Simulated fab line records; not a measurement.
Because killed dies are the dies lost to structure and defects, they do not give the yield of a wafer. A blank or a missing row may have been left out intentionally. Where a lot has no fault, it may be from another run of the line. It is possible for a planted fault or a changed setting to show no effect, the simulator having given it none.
Split-lot trial | flow n5-finfet | 21 wafers read from 7 lots, route of 1938 steps

## THE SPLIT
At N5_MIM_BOT_ETCH_ETCH_04 (etches SiNx in CF4/O2, target depth 26 nm, time 13 s), the setting time-s was moved away from the recipe's 13 s on 8 of the 21 wafers read, by -15.4% to +9.5%. All remaining wafers had this setting at the recipe value.

The reading is taken at the split's own step.

## THE READING
etch.depth-nm (the simulator's own value, which no gauge read), in nm, at N5_MIM_BOT_ETCH_ETCH_04 (etches SiNx in CF4/O2, target depth 26 nm, time 13 s). There is no usual value for it anywhere in the file. Across the 13 wafers here that went through the recipe, the average is 25.75 nm and the standard deviation 0.92 nm.

wafer  | tool, chamber at the split | time-s as run, s | against the recipe | etch.depth-nm, nm | against lot-mates on the recipe
L075.1 | rie-diel-04, 1             | 13               | recipe             | 25.66             | -
L075.3 | rie-diel-04, 2             | 13               | recipe             | 24.68             | -
L075.6 | rie-diel-04, 3             | 11               | -15.4%             | 21.46             | -3.71
L078.2 | rie-diel-05, 0             | 13               | recipe             | 27.41             | -
L078.3 | rie-diel-05, 2             | 14.12            | +8.6%              | 27.23             | +0.87
L078.6 | rie-diel-05, 1             | 13               | recipe             | 25.31             | -
L081.4 | rie-diel-04, 2             | 12.03            | -7.5%              | 22.93             | -2.06
L081.5 | rie-diel-04, 2             | 13               | recipe             | 24.53             | -
L081.6 | rie-diel-04, 3             | 13               | recipe             | 25.45             | -
L080.3 | rie-diel-04, 0             | 12.12            | -6.8%              | 24.02             | -1.51
L080.5 | rie-diel-04, 0             | 13               | recipe             | 25.53             | -
L080.6 | rie-diel-04, 3             | 12.12            | -6.8%              | 23.7              | -1.83
L082.2 | rie-diel-02, 2             | 14.23            | +9.5%              | 28.02             | +1.93
L082.3 | rie-diel-02, 0             | 13               | recipe             | 26.48             | -
L082.6 | rie-diel-02, 2             | 13               | recipe             | 25.71             | -
L084.1 | rie-diel-02, 0             | 13               | recipe             | 26.36             | -
L084.3 | rie-diel-02, 2             | 13               | recipe             | 25.31             | -
L084.4 | rie-diel-02, 3             | 13               | recipe             | 24.75             | -
L091.2 | rie-diel-05, 3             | 13               | recipe             | 27.56             | -
L091.5 | rie-diel-05, 2             | 11.42            | -12.2%             | 21.7              | -5.86
L091.6 | rie-diel-05, 1             | 11.42            | -12.2%             | 21.62             | -5.94

FIT RESULTS
A straight line over all 21 wafers: etch.depth-nm changes by +0.284 nm for each +1% of time-s; r = +0.91; the points scatter about the line by 0.83 nm.
The same after taking each lot's own level away (the mean of its wafers on the recipe; 21 wafers): +0.301 nm for each +1%; r = +0.89; scatter 0.99 nm.
The reading moves by 4.6 nm for the largest change in time-s, on that fit.
Measured against the standard deviation above, the lots' own levels, which go from 24.990 to 27.560 nm, span 2.8 times it.
Consequently the slope shifts little with the lot-to-lot level, the two slopes agreeing.
Check: -5.34 nm against its lot-mates is what the line predicts for one of the wafers moved furthest among these (-15.4%) when that wafer is left out of the fit. Against them it came out at -3.71 nm.

## ADDITIONAL SPLITS CARRIED BY THESE WAFERS
Other splits were also applied to these wafers ahead of the reading. Each is held against what the fit with the lots' levels taken away leaves over:
other split on the same wafers | wafers away from the commonest value | r with etch.depth-nm (lot level and that fit taken away)
N5_BEOL_M13_DESCUM_33 time-s   | 8                                    | +0.02
N5_BEOL_M14_COAT_65 spin-rpm   | 8                                    | -0.49
N5_BEOL_M14_EXPOSE_25 dose-mj  | 7                                    | -0.08
N5_BEOL_M15_SPUTTER_43 power-w | 8                                    | -0.19
N5_BEOL_M15_SPUTTER_44 power-w | 5                                    | -0.23

## THE FILE'S OWN FIT
etch.depth-nm changes by +0.279 nm for each +1% of time-s, r = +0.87.
